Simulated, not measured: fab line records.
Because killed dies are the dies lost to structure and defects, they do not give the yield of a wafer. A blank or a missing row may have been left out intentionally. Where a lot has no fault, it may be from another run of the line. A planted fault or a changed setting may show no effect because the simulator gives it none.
One fault through the eyes of 3 desks    flow nand harc    only its own numbers are on each desk; what lay behind them is given at the end

## THE DEFECT DESK
Counts from the inspections along the route, per lot, as means over the sampled wafers that have a number. If a lot's mean is further than 4 standard deviations from the usual mean, the lot is out of limits and carries the mark OUT (the distance appears in the brackets).
Columns: A = raw defect count at NHARC_A_CHANNEL_HOLE_D2_INSPECT_40, usual 287
lot   first seen here  A
L290  day 13 11:13     251
L292  day 14 16:15     270
L293  day 14 20:26     177
L295  day 15 07:02     354
L294  day 15 08:40     196
L297  day 16 10:28     339
L299  day 17 19:11     265
L301  day 17 22:58     320
L302  day 18 12:40     246
L311  day 22 03:23     704 (+4.4) OUT
L312  day 22 19:15     666
L313  day 22 20:29     349
This desk's verdict: out of limits on L311, starting with L311 at day 22 03:23 (raw defect count at NHARC_A_CHANNEL_HOLE_D2_INSPECT_40). L290, L292, L293, L295, L294, L297, L299, L301, L302, L312, L313 stayed within limits.

## TOOL OWNER'S DESK, rie diel-11
The tool's own readings at NHARC_A_CHANNEL_HOLE_D2_ETCH_38 (etches the open film in CF4, target depth 39 nm, time 65 s): means of the sampled wafers that have a number, for each lot that ran on this tool. If a lot's mean is further than 4 standard deviations from the usual mean, the lot is out of limits and carries the mark OUT (the distance appears in the brackets).
Columns: A = drypump motor current A at NHARC_A_CHANNEL_HOLE_D2_ETCH_38, usual 5.9 A; B = oes product au at NHARC_A_CHANNEL_HOLE_D2_ETCH_38, usual 1.002 a.u.; C = rf vpp V at NHARC_A_CHANNEL_HOLE_D2_ETCH_38, usual 151.5 V; D = showerhead plenum p Torr at NHARC_A_CHANNEL_HOLE_D2_ETCH_38, usual 1.78 Torr; E = throttle valve pct at NHARC_A_CHANNEL_HOLE_D2_ETCH_38, usual 13.283 %
lot   first seen here  A    B      C      D     E
L292  day 14 09:28     5.9  1.017  152.0  1.83  13.281
L295  day 14 21:23     5.9  1.015  152.7  1.87  13.275
L297  day 16 03:31     5.8  1.000  151.1  1.80  13.287
L311  day 21 20:32     6.2  1.002  152.7  1.85  13.285
L312  day 22 12:16     6.2  1.007  152.6  1.83  13.283
Result from this desk: across the 5 lots, nothing is out of limits.

## AT THE METROLOGY DESK
What the gauges read for every lot (on any tool): the sampled wafers with a number, averaged. If a lot's mean is further than 4 standard deviations from the usual mean, the lot is out of limits and carries the mark OUT (the distance appears in the brackets).
Columns: A = overlay x nm at NHARC_A_CHANNEL_HOLE_D2_OVL_MEAS_11, usual -0.1 nm; B = overlay y nm at NHARC_A_CHANNEL_HOLE_D2_OVL_MEAS_11, usual 0.2 nm
lot   first seen here  A     B
L290  day 13 04:14     -0.3  0.5
L292  day 14 09:16     -1.2  -0.8
L293  day 14 10:04     1.4   0.6
L295  day 14 21:12     1.1   0.3
L294  day 14 21:37     -0.4  0.6
L297  day 16 03:20     -0.9  0.9
L299  day 17 11:59     -0.0  1.0
L301  day 17 12:08     -0.2  -1.0
L302  day 18 05:40     0.9   -0.4
L311  day 21 20:21     -1.3  -0.0
L312  day 22 12:02     -0.6  0.8
L313  day 22 13:31     0.3   -1.1
Result from this desk: across the 12 lots, nothing is out of limits.

## TAKEN TOGETHER
The defect desk could have raised an alarm at day 22 03:23, on L311.
The tool owner's desk saw nothing out of limits.
Metrology desk: nothing out of limits seen.
The tool owner's desk has L311 on record, within its limits.
The metrology desk has L311 on record, within its limits.
The lots listed all ran NHARC_A_CHANNEL_HOLE_D2_ETCH_38 on rie diel-11.

## WHAT WAS PUT IN BY THE SIMULATOR
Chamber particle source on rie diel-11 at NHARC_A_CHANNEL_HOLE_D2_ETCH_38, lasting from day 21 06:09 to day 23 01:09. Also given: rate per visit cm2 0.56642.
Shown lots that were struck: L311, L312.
Hours from the fault's start to each desk's first reading out of limits: the defect desk, 21.
